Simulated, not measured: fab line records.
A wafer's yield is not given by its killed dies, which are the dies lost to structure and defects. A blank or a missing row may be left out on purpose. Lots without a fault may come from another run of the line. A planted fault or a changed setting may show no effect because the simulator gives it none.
A struck lot beside a sound one :: flow nand harc :: 14 steps out of a route of 1159
Sound: the wafers L465.2, L465.4, L465.5. The struck wafers were L456.1, L456.2, L456.3. The cause is named last.
For every step that has rows: the tool of each side, followed by ch and its chambers, followed by its first start. Under that, the readings that differ: sound wafers :: struck wafers :: difference of the means :: sigmas: that difference in standard deviations of wafers without a fault.
alike: words and numbers the same on both sides, and readings whose means are apart by under 2 such deviations; not compared: readings that were withheld, readings missing a value for some wafer, numbers with overlapping values and no deviation given by the record, and bounds like >300 which may hide the same value.
A row with sigmas, a row that says differs or no value, or rows on one side alone: a step with any of these is where the two part. Non-overlapping numbers with no deviation appear without sigmas and do not part them. A reading that every wafer of one side lacks parts them only if that side has two wafers or more.

first, 4 steps without rows for these wafers: NHARC_P_GATE_EBR_07; NHARC_P_GATE_EXPOSE_08 (exposes mask P HV); NHARC_P_GATE_PEB_09 (peb time 85 s); NHARC_P_GATE_DEVELOP_10 (time 70 s).
NHARC_P_GATE_CD_MEAS_11: the cd target is 1640 nm.
  sound on cd sem-02 ch 0, day 8 15:11; struck on cd sem-03 ch 0, day 6 13:44
  alike: cd nm
then, 1 step without rows for these wafers: NHARC_P_GATE_HARDBAKE_12 (time 80 s).
NHARC_P_GATE_DESCUM_13: chemistry O2, time 3 s.
  sound on rie diel-02 ch 0,2,3, day 8 15:25; struck on rie diel-11 ch 1,2,3, day 6 13:53
  alike: chamber pressure mTorr, drypump motor current A, oes product au, rf vpp V, showerhead plenum p Torr, throttle valve pct
  not compared: rf hours counter h
then, 5 steps without rows for these wafers: NHARC_P_GATE_ETCH_14 (etches SiO2 in dHF, target depth 48.8 nm); NHARC_P_GATE_STRIP_15 (strips in SPM, time 780 s); NHARC_P_GATE_PRECLEAN_71 (cleans in SC1); NHARC_P_GATE_SRD_72; NHARC_P_GATE_OXIDE_16 (material SiO2, target thk 3 nm, ox time 392 s).
NHARC_P_GATE_CVD_17: deposits poly-Si, target thk 150 nm, time 900 s.
  sound on lpcvd poly-04 ch 0, day 9 00:37; struck on lpcvd poly-04 ch 0, day 7 02:14
  alike: spike tc bottom C, spike tc centre C
NHARC_P_GATE_HM_DEP_102: deposits aC, target thk 120 nm.
  sound on acl dep-01 ch 0, day 9 03:43; struck on acl dep-01 ch 0, day 7 06:16
  alike: throttle valve pct

WHERE THEY PART
Nowhere in this record.

WHY: the cause the simulator had injected
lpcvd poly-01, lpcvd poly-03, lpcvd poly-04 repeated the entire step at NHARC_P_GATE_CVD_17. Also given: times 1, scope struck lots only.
